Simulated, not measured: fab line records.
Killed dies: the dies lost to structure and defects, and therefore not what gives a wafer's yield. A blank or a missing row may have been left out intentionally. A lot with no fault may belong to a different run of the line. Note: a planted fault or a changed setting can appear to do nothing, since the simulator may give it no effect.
fab line records + flow n5-finfet
record:
- lots: 6
- wafers: 16
- last-day: 18
route steps=1938 shown BEOL_M9@1435
lots untouched by any fault: they come from a run of this same line in which no faults occurred
start-h: hours from the record's opening day to when the first of the lot's shown wafers began + wait-h: hours since the lot's step before + " identical to the entry in the row above + L1.1+2: several wafers, shown together as one row + - no value present, or no start provided + * or withheld: withheld + < > ~ a bound
route shown NAME@n: a module of which the file shows steps, and the number in the route of the first + usual: the fault-free wafers' mean and standard deviation + same: alike in all rows + chamber/n: place in a boat + sites: each site's reading + _std_site: standard deviation of those values + _edge_site: inner sites' mean taken away from outer sites' mean + radius-mm: for every site, how far away it sits from the centre of the wafer + mask NAME#n: copy n + behind: the tool/chamber that last shaped the wafer + hold: what put the lot on hold/how long, in hours/how the hold closed + device: transistor that didn't switch, given as n, p or np + end of line: tests run on the same wafers once the route is complete + for a step that has no rows: nothing shown but its recipe + killed: dies that structure and defects cost at the first sort, which is not the same as the wafer's yield + map: a wafer's dies, x killed, . not, _ none there
set.NAME: the setting that was run; set.NAME@STEP: the one run at that earlier step + model.NAME: the simulator's own value behind a step, which no gauge read
lots at some steps of the route; a table a step, a row a wafer
services: a tool's chamber out of use, with start hour (start-h, from the record's first day; less than 0 if before it), hours out, and reason
== steps ==
step: N5_BEOL_M9_OVL_MEAS_29
recipe:
- points-per-wafer: 522
usual:
- V8_OVL: -0.2/0.65
| lot.wafer | tool       | chamber | start-h | wait-h | V8_OVL[nm] |
|-----------|------------|---------|---------|--------|------------|
| L777.3    | overlay-01 | 0       | 229.19  | 0.0    | 0.2        |
| L777.4    | "          | 0       | "       | "      | -0.2       |
| L777.6    | "          | 0       | "       | "      | 1.1        |
| L779.2    | overlay-01 | 0       | 240.22  | 0.0    | 1.2        |
| L779.6    | "          | 0       | "       | "      | 1.1        |
| L783.4    | overlay-02 | 0       | 255.84  | 0.0    | -0.6       |
| L783.6    | "          | 0       | "       | "      | -0.3       |
| L793.2    | overlay-01 | 0       | 313.44  | 0.0    | -1.3       |
| L793.5    | "          | 0       | "       | "      | 0.5        |
| L793.6    | "          | 0       | "       | "      | 0.1        |
| L792.3    | overlay-01 | 0       | 323.62  | 0.0    | 0.2        |
| L792.5    | "          | 0       | "       | "      | -1.0       |
| L792.6    | "          | 0       | "       | "      | -0.6       |
| L797.2    | overlay-01 | 0       | 361.14  | 0.0    | -0.7       |
| L797.4    | "          | 0       | "       | "      | -0.4       |
| L797.6    | "          | 0       | "       | "      | -0.2       |
step: N5_BEOL_M9_INSPECT_30
recipe:
- mode: adi
- inspect-instrument: brightfield
usual:
- raw-defect-count: 402/100
| lot.wafer | tool              | chamber | start-h | wait-h | raw-defect-count |
|-----------|-------------------|---------|---------|--------|------------------|
| L777.3    | defect-inspect-02 | -       | 229.24  | 0.0    | 599              |
| L777.4    | "                 | -       | "       | "      | 467              |
| L777.6    | "                 | -       | "       | "      | 347              |
| L779.2    | defect-inspect-02 | -       | 240.27  | 0.0    | 263              |
| L779.6    | "                 | -       | "       | "      | 263              |
| L783.4    | defect-inspect-01 | -       | 255.88  | 0.0    | 419              |
| L783.6    | "                 | -       | "       | "      | 452              |
| L793.2    | defect-inspect-01 | -       | 313.50  | 0.1    | 356              |
| L793.5    | "                 | -       | "       | "      | 317              |
| L793.6    | "                 | -       | "       | "      | 399              |
| L792.3    | defect-inspect-01 | -       | 323.67  | 0.0    | 333              |
| L792.5    | "                 | -       | "       | "      | 419              |
| L792.6    | "                 | -       | "       | "      | 310              |
| L797.2    | defect-inspect-01 | -       | 361.20  | 0.0    | 385              |
| L797.4    | "                 | -       | "       | "      | 287              |
| L797.6    | "                 | -       | "       | "      | 375              |
step: N5_BEOL_M9_DESCUM_33
recipe:
- chemistry: O2
- time-s: 7
- source-power-w: 50
- bias-power-w: 20
- pressure-mtorr: 20
- rf-frequency-hz: 2.712e+07
- temp-c: 40
- resist: CAR-EUV
- o2-flow-sccm: 225
usual:
- drypump-motor-current-A: 5.8/0.34
- oes-product-au: 0.79/0.1
- rf-vpp-V: 242.8/1.3
- showerhead-plenum-p-Torr: 2.07/0.063
- throttle-valve-pct: 20.37/0.28
| lot.wafer | tool        | chamber | start-h | wait-h | drypump-motor-current-A | oes-product-au | rf-hours-counter-h | rf-vpp-V | showerhead-plenum-p-Torr | throttle-valve-pct |
|-----------|-------------|---------|---------|--------|-------------------------|----------------|--------------------|----------|--------------------------|--------------------|
| L777.3    | rie-diel-04 | 0       | 229.27  | 0.0    | 5.6                     | 0.69           | 219                | 243.0    | 2.07                     | 20.77              |
| L777.4    | "           | 1       | "       | "      | 6.1                     | 0.75           | 174                | 244.0    | 2.17                     | 20.31              |
| L777.6    | "           | 3       | "       | "      | 5.8                     | 0.72           | -                  | 243.0    | 2.06                     | 20.64              |
| L779.2    | rie-diel-04 | 3       | 240.42  | 0.1    | 5.8                     | 0.71           | 233                | 241.1    | 2.06                     | 20.65              |
| L779.6    | "           | 2       | "       | "      | 5.7                     | 0.93           | -                  | 244.3    | 2.05                     | 20.24              |
| L783.4    | rie-diel-04 | 0       | 255.92  | 0.0    | 5.6                     | 0.68           | 226                | 242.3    | 2.06                     | 20.77              |
| L783.6    | "           | 3       | "       | "      | 5.8                     | 0.70           | -                  | 242.5    | 2.06                     | 20.66              |
| L793.2    | rie-diel-04 | 2       | 313.53  | 0.0    | 5.7                     | 0.88           | 38                 | 242.5    | 2.04                     | 20.28              |
| L793.5    | "           | 0       | "       | "      | 5.6                     | 0.67           | -                  | 244.1    | 2.06                     | 20.80              |
| L793.6    | "           | 1       | "       | "      | 6.1                     | 0.72           | -                  | 244.1    | 2.16                     | 20.36              |
| L792.3    | rie-diel-04 | 2       | 323.70  | 0.0    | 5.7                     | 0.87           | 42                 | 241.7    | 2.03                     | 20.28              |
| L792.5    | "           | 3       | "       | "      | 5.8                     | 1.01           | -                  | 241.6    | 2.06                     | 20.28              |
| L792.6    | "           | 2       | "       | "      | 5.7                     | 0.87           | -                  | 241.9    | 2.03                     | 20.29              |
| L797.2    | rie-diel-04 | 0       | 361.23  | 0.0    | 5.6                     | 0.94           | 8                  | 242.1    | 2.05                     | 20.45              |
| L797.4    | "           | 1       | "       | "      | 6.1                     | 0.71           | 218                | 245.3    | 2.16                     | 20.38              |
| L797.6    | "           | 3       | "       | "      | 5.8                     | 0.97           | -                  | 242.6    | 2.05                     | 20.30              |
step: N5_BEOL_M9_ETCH_76
recipe:
- chemistry: N2/H2
- target: underlayer
- target-depth-a: 65
- mask-material: CAR-EUV
- time-s: 5.2
- ion-energy-ev: 200
- pressure-mtorr: 30
- source-w: 840
- bias-w: 150
- n2-flow-sccm: 200
- h2-flow-sccm: 200
- ends: cleared
step: N5_BEOL_M9_ETCH_65
recipe:
- chemistry: CF4
- target: SiARC
- target-depth-a: 156
- mask-material: CAR-EUV
- time-s: 26
- ion-energy-ev: 80
- pressure-mtorr: 40
- source-w: 545
- bias-w: 36
- Ar_flow_sccm: 100
- cf4-flow-sccm: 100
- ends: cleared
usual:
- cf4-flow-sccm: 99.98/0.3
- drypump-motor-current-A: 5.8/0.35
- etch-rf-on-time-s: 25.9/0.43
- mfc-ar-sccm: 100.0/0.33
- oes-product-au: 0.68/0.088
- rf-vpp-V: 183.8/1.1
- showerhead-plenum-p-Torr: 2.12/0.061
- throttle-valve-pct: 15.59/0.28
| lot.wafer | tool        | chamber | start-h | wait-h | cf4-flow-sccm | drypump-motor-current-A | etch-rf-on-time-s | mfc-ar-sccm | oes-product-au | rf-hours-counter-h | rf-vpp-V | showerhead-plenum-p-Torr | throttle-valve-pct |
|-----------|-------------|---------|---------|--------|---------------|-------------------------|-------------------|-------------|----------------|--------------------|----------|--------------------------|--------------------|
| L777.3    | rie-diel-04 | 0       | 229.33  | 0.0    | 99.77         | 5.6                     | 26.1              | 99.4        | 0.59           | 219                | 182.4    | 2.12                     | 15.98              |
| L777.4    | "           | 1       | "       | "      | 99.90         | 6.1                     | 25.9              | 100.2       | 0.63           | 174                | 185.2    | 2.22                     | 15.56              |
| L777.6    | "           | 3       | "       | "      | 100.23        | 5.8                     | 25.8              | 100.0       | 0.61           | -                  | 183.8    | 2.11                     | 15.86              |
| L779.2    | rie-diel-04 | 3       | 240.47  | 0.0    | 100.10        | 5.8                     | 26.2              | 99.9        | 0.60           | 233                | 183.6    | 2.11                     | 15.87              |
| L779.6    | "           | 2       | "       | "      | 99.90         | 5.7                     | 25.6              | 99.8        | 0.81           | -                  | 182.5    | 2.11                     | 15.47              |
| L783.4    | rie-diel-04 | 0       | 255.97  | 0.0    | 100.14        | 5.6                     | 26.4              | 99.4        | 0.59           | 226                | 183.0    | 2.12                     | 16.00              |
| L783.6    | "           | 3       | "       | "      | 99.26         | 5.8                     | 26.2              | 100.2       | 0.60           | -                  | 183.5    | 2.11                     | 15.88              |
| L793.2    | rie-diel-04 | 2       | 313.58  | 0.0    | 100.09        | 5.7                     | 25.6              | 100.1       | 0.75           | 38                 | 184.3    | 2.10                     | 15.50              |
| L793.5    | "           | 0       | "       | "      | 99.84         | 5.6                     | 26.2              | 99.4        | 0.57           | -                  | 185.9    | 2.11                     | 16.04              |
| L793.6    | "           | 1       | "       | "      | 99.29         | 6.1                     | 26.0              | 100.4       | 0.61           | -                  | 186.0    | 2.21                     | 15.63              |
| L792.3    | rie-diel-04 | 2       | 323.75  | 0.0    | 100.40        | 5.7                     | 25.7              | 100.2       | 0.75           | 42                 | 183.3    | 2.10                     | 15.53              |
| L792.5    | "           | 3       | "       | "      | 100.01        | 5.9                     | 25.4              | 100.2       | 0.87           | -                  | 184.0    | 2.11                     | 15.40              |
| L792.6    | "           | 2       | "       | "      | 99.98         | 5.7                     | 25.5              | 100.2       | 0.76           | -                  | 181.5    | 2.10                     | 15.52              |
| L797.2    | rie-diel-04 | 0       | 361.28  | 0.0    | 99.89         | 5.6                     | 25.8              | 100.0       | 0.81           | 8                  | 184.7    | 2.10                     | 15.57              |
| L797.4    | "           | 1       | "       | "      | 99.83         | 6.1                     | 26.3              | 99.8        | 0.60           | 218                | 184.8    | 2.20                     | 15.63              |
| L797.6    | "           | 3       | "       | "      | 100.10        | 5.8                     | 25.3              | 100.2       | 0.82           | -                  | 183.6    | 2.10                     | 15.42              |
step: N5_BEOL_M9_ETCH_66
recipe:
- chemistry: N2/H2
- target: SOC
- target-depth-a: 800
- overetch-a: 160
- mask-material: SiARC
- temp-c: 40
- time-s: 120
- ion-energy-ev: 200
- pressure-mtorr: 30
- source-w: 840
- bias-w: 150
- n2-flow-sccm: 200
- h2-flow-sccm: 200
usual:
- drypump-motor-current-A: 5.8/0.35
- oes-product-au: 0.61/0.074
- rf-vpp-V: 523.1/2.3
- showerhead-plenum-p-Torr: 2.51/0.079
- throttle-valve-pct: 17.78/0.27
| lot.wafer | tool        | chamber | start-h | wait-h | drypump-motor-current-A | oes-product-au | rf-hours-counter-h | rf-vpp-V | showerhead-plenum-p-Torr | throttle-valve-pct |
|-----------|-------------|---------|---------|--------|-------------------------|----------------|--------------------|----------|--------------------------|--------------------|
| L777.3    | rie-diel-04 | 0       | 229.35  | 0.0    | 5.6                     | 0.53           | 219                | 523.3    | 2.51                     | 18.12              |
| L777.4    | "           | 1       | "       | "      | 6.1                     | 0.57           | 174                | 526.7    | 2.64                     | 17.77              |
| L777.6    | "           | 3       | "       | "      | 5.8                     | 0.55           | -                  | 522.7    | 2.51                     | 18.07              |
| L779.2    | rie-diel-04 | 3       | 240.50  | 0.0    | 5.8                     | 0.55           | 233                | 523.5    | 2.50                     | 18.08              |
| L779.6    | "           | 2       | "       | "      | 5.7                     | 0.71           | -                  | 521.8    | 2.49                     | 17.64              |
| L783.4    | rie-diel-04 | 0       | 256.00  | 0.0    | 5.6                     | 0.52           | 226                | 521.4    | 2.51                     | 18.12              |
| L783.6    | "           | 3       | "       | "      | 5.8                     | 0.54           | -                  | 523.8    | 2.50                     | 18.08              |
| L793.2    | rie-diel-04 | 2       | 313.61  | 0.0    | 5.7                     | 0.67           | 38                 | 521.9    | 2.48                     | 17.69              |
| L793.5    | "           | 0       | "       | "      | 5.6                     | 0.51           | -                  | 523.6    | 2.50                     | 18.18              |
| L793.6    | "           | 1       | "       | "      | 6.1                     | 0.55           | -                  | 525.3    | 2.63                     | 17.83              |
| L792.3    | rie-diel-04 | 2       | 323.78  | 0.0    | 5.7                     | 0.67           | 42                 | 522.8    | 2.48                     | 17.71              |
| L792.5    | "           | 3       | "       | "      | 5.8                     | 0.76           | -                  | 522.8    | 2.50                     | 17.65              |
| L792.6    | "           | 2       | "       | "      | 5.7                     | 0.66           | -                  | 522.3    | 2.48                     | 17.70              |
| L797.2    | rie-diel-04 | 0       | 361.31  | 0.0    | 5.6                     | 0.73           | 8                  | 521.6    | 2.50                     | 17.74              |
| L797.4    | "           | 1       | "       | "      | 6.1                     | 0.54           | 218                | 526.3    | 2.63                     | 17.86              |
| L797.6    | "           | 3       | "       | "      | 5.8                     | 0.72           | -                  | 524.0    | 2.49                     | 17.66              |
step: N5_BEOL_M9_STRIP_69
recipe:
- chemistry: N2/H2
- temp-c: 40
- n2-flow-sccm: 200
- h2-flow-sccm: 200
- rf-frequency-hz: 6e+07
step: N5_BEOL_M9_STRIP_77
recipe:
- chemistry: N2/H2
- temp-c: 40
- n2-flow-sccm: 200
- h2-flow-sccm: 200
- rf-frequency-hz: 6e+07
step: N5_BEOL_M9_VIA_ETCH_34
recipe:
- chemistry: C4F6/O2
- target: SiCOH_lowk
- target-depth-a: 1824
- mask-material: SOC
- taper-deg: 4
- time-s: 68.4
- ion-energy-ev: 250
- pressure-mtorr: 30
- source-w: 345
- bias-w: 185
- Ar_flow_sccm: 300
- C4F6_flow_sccm: 10
- O2_flow_sccm: 10
usual:
- drypump-motor-current-A: 5.8/0.35
- mfc-ar-sccm: 300.0/0.98
- oes_ar_750_au: 0.79/0.097
- oes-product-au: 0.79/0.1
- rf-vpp-V: 664/6.8
- showerhead-plenum-p-Torr: 2.82/0.081
- throttle-valve-pct: 20.87/0.27
| lot.wafer | tool        | chamber | start-h | wait-h | drypump-motor-current-A | mfc-ar-sccm | oes_ar_750_au | oes-product-au | rf-hours-counter-h | rf-vpp-V | showerhead-plenum-p-Torr | throttle-valve-pct |
|-----------|-------------|---------|---------|--------|-------------------------|-------------|---------------|----------------|--------------------|----------|--------------------------|--------------------|
| L777.3    | rie-diel-04 | 0       | 229.45  | 0.0    | 5.6                     | 298.8       | 0.69          | 0.69           | 219                | 667      | 2.81                     | 21.23              |
| L777.4    | "           | 1       | "       | "      | 6.1                     | 299.9       | 0.74          | 0.74           | 174                | 675      | 2.95                     | 20.78              |
| L777.6    | "           | 3       | "       | "      | 5.8                     | 300.5       | 0.71          | 0.71           | -                  | 661      | 2.80                     | 21.09              |
| L779.2    | rie-diel-04 | 3       | 240.60  | 0.0    | 5.8                     | 299.4       | 0.71          | 0.71           | 233                | 662      | 2.80                     | 21.09              |
| L779.6    | "           | 2       | "       | "      | 5.7                     | 301.5       | 0.94          | 0.94           | -                  | 661      | 2.80                     | 20.82              |
| L783.4    | rie-diel-04 | 0       | 256.10  | 0.0    | 5.6                     | 300.1       | 0.69          | 0.68           | 226                | 667      | 2.81                     | 21.23              |
| L783.6    | "           | 3       | "       | "      | 5.8                     | 300.7       | 0.71          | 0.71           | -                  | 660      | 2.80                     | 21.12              |
| L793.2    | rie-diel-04 | 2       | 313.71  | 0.0    | 5.7                     | 300.0       | 0.88          | 0.89           | 38                 | 660      | 2.79                     | 20.84              |
| L793.5    | "           | 0       | "       | "      | 5.6                     | 300.5       | 0.67          | 0.67           | -                  | 665      | 2.80                     | 21.28              |
| L793.6    | "           | 1       | "       | "      | 6.1                     | 301.6       | 0.72          | 0.71           | -                  | 676      | 2.93                     | 20.83              |
| L792.3    | rie-diel-04 | 2       | 323.88  | 0.0    | 5.7                     | 301.3       | 0.88          | 0.89           | 43                 | 659      | 2.79                     | 20.87              |
| L792.5    | "           | 3       | "       | "      | 5.8                     | 300.1       | 0.99          | 1.02           | -                  | 661      | 2.80                     | 20.76              |
| L792.6    | "           | 2       | "       | "      | 5.7                     | 300.0       | 0.87          | 0.87           | -                  | 659      | 2.79                     | 20.86              |
| L797.2    | rie-diel-04 | 0       | 361.41  | 0.0    | 5.6                     | 299.7       | 0.94          | 0.95           | 8                  | 663      | 2.79                     | 20.93              |
| L797.4    | "           | 1       | "       | "      | 6.1                     | 299.4       | 0.71          | 0.71           | 218                | 675      | 2.93                     | 20.85              |
| L797.6    | "           | 3       | "       | "      | 5.8                     | 301.0       | 0.95          | 0.95           | -                  | 661      | 2.79                     | 20.75              |
step: N5_BEOL_M9_STRIP_73
recipe:
- chemistry: C4F6/O2
- resist: SiARC
- rf-frequency-hz: 6e+07
step: N5_BEOL_M9_STRIP_36
recipe:
- chemistry: N2/H2
- power-w: 450
- temp-c: 40
- pressure-mtorr: 20
- rf-frequency-hz: 6e+07
- overash-fraction: 0.3
- bias-power-w: 7
- h2-frac: 0.5
- n2-flow-sccm: 200
- h2-flow-sccm: 200
step: N5_BEOL_M9_TRENCH_ETCH_37
recipe:
- chemistry: C4F6/O2
- target-depth-a: 1514.3
- target: SiCOH_lowk
- time-s: 49
- ion-energy-ev: 250
- pressure-mtorr: 30
- source-w: 345
- bias-w: 185
- Ar_flow_sccm: 300
- C4F6_flow_sccm: 10
- O2_flow_sccm: 10
usual:
- drypump-motor-current-A: 5.8/0.35
- mfc-ar-sccm: 300.1/0.96
- oes_ar_750_au: 0.79/0.097
- oes-product-au: 0.79/0.1
- rf-vpp-V: 664/6.7
- showerhead-plenum-p-Torr: 2.82/0.081
- throttle-valve-pct: 20.89/0.27
| lot.wafer | tool        | chamber | start-h | wait-h | drypump-motor-current-A | mfc-ar-sccm | oes_ar_750_au | oes-product-au | rf-hours-counter-h | rf-vpp-V | showerhead-plenum-p-Torr | throttle-valve-pct |
|-----------|-------------|---------|---------|--------|-------------------------|-------------|---------------|----------------|--------------------|----------|--------------------------|--------------------|
| L777.3    | rie-diel-04 | 0       | -       | -      | 5.6                     | 299.7       | 0.68          | 0.68           | 219                | 667      | 2.81                     | 21.24              |
| L777.4    | "           | 1       | "       | "      | 6.1                     | 299.3       | 0.74          | 0.74           | 174                | 676      | 2.95                     | 20.80              |
| L777.6    | "           | 3       | "       | "      | 5.9                     | 299.2       | 0.71          | 0.70           | -                  | 662      | 2.80                     | 21.09              |
| L779.2    | rie-diel-04 | 3       | -       | -      | 5.9                     | 298.7       | 0.71          | 0.70           | 233                | 661      | 2.80                     | 21.12              |
| L779.6    | "           | 2       | "       | "      | 5.7                     | 299.0       | 0.94          | 0.93           | -                  | 660      | 2.80                     | 20.84              |
| L783.4    | rie-diel-04 | 0       | -       | -      | 5.6                     | 302.1       | 0.69          | 0.68           | 226                | 665      | 2.81                     | 21.25              |
| L783.6    | "           | 3       | "       | "      | 5.9                     | 301.0       | 0.71          | 0.70           | -                  | 661      | 2.80                     | 21.12              |
| L793.2    | rie-diel-04 | 2       | -       | -      | 5.7                     | 299.8       | 0.89          | 0.89           | 38                 | 659      | 2.79                     | 20.89              |
| L793.5    | "           | 0       | "       | "      | 5.6                     | 299.9       | 0.67          | 0.66           | -                  | 663      | 2.80                     | 21.30              |
| L793.6    | "           | 1       | "       | "      | 6.1                     | 299.9       | 0.72          | 0.72           | -                  | 676      | 2.93                     | 20.86              |
| L792.3    | rie-diel-04 | 2       | -       | -      | 5.7                     | 299.9       | 0.87          | 0.87           | 43                 | 661      | 2.79                     | 20.88              |
| L792.5    | "           | 3       | "       | "      | 5.8                     | 300.4       | 1.00          | 1.01           | -                  | 661      | 2.80                     | 20.76              |
| L792.6    | "           | 2       | "       | "      | 5.7                     | 300.6       | 0.87          | 0.86           | -                  | 660      | 2.79                     | 20.88              |
| L797.2    | rie-diel-04 | 0       | -       | -      | 5.6                     | 298.5       | 0.93          | 0.94           | 8                  | 665      | 2.79                     | 20.95              |
| L797.4    | "           | 1       | "       | "      | 6.1                     | 298.9       | 0.71          | 0.70           | 218                | 675      | 2.93                     | 20.90              |
| L797.6    | "           | 3       | "       | "      | 5.8                     | 301.1       | 0.95          | 0.95           | -                  | 660      | 2.79                     | 20.78              |
step: N5_BEOL_M9_ETCH_41
recipe:
- chemistry: CH3F/O2
- target: SiCN
- target-depth-a: 366
- taper-deg: 2
- time-s: 70.1
- ion-energy-ev: 120
- mask-material: TiN
- pressure-mtorr: 30
- source-w: 395
- bias-w: 75
- Ar_flow_sccm: 150
- CH3F_flow_sccm: 30
- O2_flow_sccm: 20
usual:
- drypump-motor-current-A: 5.8/0.35
- mfc-ar-sccm: 150.0/0.46
- oes-product-au: 0.79/0.1
- rf-vpp-V: 296.8/1.5
- showerhead-plenum-p-Torr: 1.98/0.06
- throttle-valve-pct: 16.29/0.28
| lot.wafer | tool        | chamber | start-h | wait-h | drypump-motor-current-A | mfc-ar-sccm | oes-product-au | rf-hours-counter-h | rf-vpp-V | showerhead-plenum-p-Torr | throttle-valve-pct | model.etch.depth-nm |
|-----------|-------------|---------|---------|--------|-------------------------|-------------|----------------|--------------------|----------|--------------------------|--------------------|---------------------|
| L777.3    | rie-diel-04 | 0       | 229.60  | -      | 5.6                     | 150.0       | 0.69           | 219                | 295.9    | 1.98                     | 16.67              | 26.35               |
| L777.4    | "           | 1       | "       | "      | 6.1                     | 149.8       | 0.74           | 174                | 298.3    | 2.08                     | 16.25              | 26.58               |
| L777.6    | "           | 3       | "       | "      | 5.8                     | 150.4       | 0.71           | -                  | 297.7    | 1.97                     | 16.55              | 26.25               |
| L779.2    | rie-diel-04 | 3       | 240.74  | -      | 5.8                     | 149.9       | 0.88           | 233                | 297.2    | 1.97                     | 16.56              | 36.68               |
| L779.6    | "           | 2       | "       | "      | 5.7                     | 150.0       | 0.93           | -                  | 296.7    | 1.97                     | 16.15              | 26.63               |
| L783.4    | rie-diel-04 | 0       | 256.24  | -      | 5.6                     | 150.1       | 0.85           | 226                | 298.1    | 1.97                     | 16.69              | 36.41               |
| L783.6    | "           | 3       | "       | "      | 5.8                     | 150.1       | 0.70           | -                  | 296.2    | 1.97                     | 16.58              | 26.29               |
| L793.2    | rie-diel-04 | 2       | 313.86  | -      | 5.7                     | 149.2       | 0.88           | 38                 | 294.7    | 1.96                     | 16.19              | 26.51               |
| L793.5    | "           | 0       | "       | "      | 5.6                     | 149.6       | 0.66           | -                  | 295.7    | 1.97                     | 16.69              | 26.16               |
| L793.6    | "           | 1       | "       | "      | 6.1                     | 149.4       | 0.72           | -                  | 298.3    | 2.06                     | 16.31              | 26.06               |
| L792.3    | rie-diel-04 | 2       | 324.03  | -      | 5.7                     | 150.3       | 0.88           | 43                 | 295.8    | 1.96                     | 16.20              | 26.63               |
| L792.5    | "           | 3       | "       | "      | 5.9                     | 150.0       | 1.01           | -                  | 297.2    | 1.96                     | 16.10              | 27.42               |
| L792.6    | "           | 2       | "       | "      | 5.7                     | 149.2       | 0.87           | -                  | 296.4    | 1.96                     | 16.21              | 26.63               |
| L797.2    | rie-diel-04 | 0       | 361.55  | -      | 5.6                     | 149.9       | 0.95           | 8                  | 296.8    | 1.96                     | 16.29              | 26.52               |
| L797.4    | "           | 1       | "       | "      | 6.1                     | 149.7       | 0.70           | 218                | 297.6    | 2.06                     | 16.34              | 25.9                |
| L797.6    | "           | 3       | "       | "      | 5.8                     | 150.8       | 0.95           | -                  | 296.4    | 1.96                     | 16.12              | 26.79               |
step: N5_BEOL_M9_STRIP_80
recipe:
- chemistry: N2/H2
- time-s: 10
- power-w: 450
- temp-c: 40
- pressure-mtorr: 20
- rf-frequency-hz: 6e+07
- bias-power-w: 7
- n2-flow-sccm: 200
- h2-flow-sccm: 200
== services ==
| tool        | chamber | start-h | hours | kind                          |
|-------------|---------|---------|-------|-------------------------------|
| rie-diel-04 | 2       | 250.08  | 2.5   | repair                        |
| rie-diel-04 | 3       | 257.50  | 8.1   | repair                        |
| rie-diel-04 | 3       | 298.96  | -     | clean                         |
| rie-diel-04 | 3       | 298.96  | -     | consumable-replace:focus-ring |
| rie-diel-04 | 3       | 298.96  | 20.0  | scheduled-down                |
| rie-diel-04 | 3       | 298.96  | 20.0  | vent-cycle                    |
| rie-diel-04 | 0       | 318.99  | -     | clean                         |
| rie-diel-04 | 0       | 318.99  | -     | consumable-replace:focus-ring |
| rie-diel-04 | 0       | 318.99  | 15.8  | scheduled-down                |
| rie-diel-04 | 0       | 318.99  | 15.8  | vent-cycle                    |
== key ==
first-sign none at tools or gauges
model-effect:
- step: N5_BEOL_M9_ETCH_41
- value: etch.depth-nm
- without: 26.2
- struck: 36.55
met-at N5_BEOL_M9_ETCH_41
struck-wafers L779.2,L783.4
onset-between 229.60 240.74
fault:
- kind: process-parameter-drift
- tool: rie-diel-04
- chamber: -
- onset-h: 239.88
- steps: N5_BEOL_M9_ETCH_41
- channel: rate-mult
- offset: 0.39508
- shape: step
- end-h: 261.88
- scope: struck-wafers-only
